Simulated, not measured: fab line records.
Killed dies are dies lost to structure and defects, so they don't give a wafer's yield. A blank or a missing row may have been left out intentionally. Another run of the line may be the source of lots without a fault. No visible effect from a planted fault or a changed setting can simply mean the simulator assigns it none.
Matching of chambers / flow nand_harc / pecvd-04 running NHARC_A_M0_DEP_32: 3 sister chambers
The step deposits SiCN, target thk 30 nm. 3 wafers are shown with their chamber, then 8 later ones without.

## WAFERS WITH THEIR CHAMBER
wafer=L088.4; chamber=1; heater_power_w (W)=626
wafer=L088.5; chamber=0; heater_power_w (W)=728
wafer=L090.1; chamber=2; heater_power_w (W)=670

## WAFERS MISSING THEIR CHAMBER
wafer=L090.5; heater_power_w (W)=648
wafer=L090.6; heater_power_w (W)=756
wafer=L095.1; heater_power_w (W)=727
wafer=L095.2; heater_power_w (W)=776
wafer=L095.5; heater_power_w (W)=567
wafer=L097.2; heater_power_w (W)=619
wafer=L097.3; heater_power_w (W)=717
wafer=L097.5; heater_power_w (W)=650

## WHICH CHAMBER EACH ONE RAN IN
wafer=L090.5; from the rows above=can't be placed: 1 or 2 or 0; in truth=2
wafer=L090.6; from the rows above=can't be placed: 0 or 2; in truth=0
wafer=L095.1; from the rows above=can't be placed: 0 or 2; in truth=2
wafer=L095.2; from the rows above=can't be placed: 0 or 2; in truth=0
wafer=L095.5; from the rows above=can't be placed: 1 or 2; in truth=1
wafer=L097.2; from the rows above=can't be placed: 1 or 2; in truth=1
wafer=L097.3; from the rows above=can't be placed: 0 or 2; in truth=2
wafer=L097.5; from the rows above=can't be placed: 2 or 1 or 0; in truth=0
Correct placement for 0 of the 8. Unplaceable from these rows: 8, with the true chamber sitting among the candidates in 8. Placed wrongly: 0.
How it was worked out, from the rows above alone: a wafer's distance from a chamber is the root of the sum, over the readings, of the square of ((its reading less the chamber's mean) divided by the reading's scatter). The wafer belongs to the nearest chamber; if the next one is less than 2 further off, it can't be placed. Each chamber's mean is taken over the wafers shown for it. The scatter (one wafer shown for each chamber): square how far every hidden wafer sits from the nearest shown wafer, average those squares and take the square root.
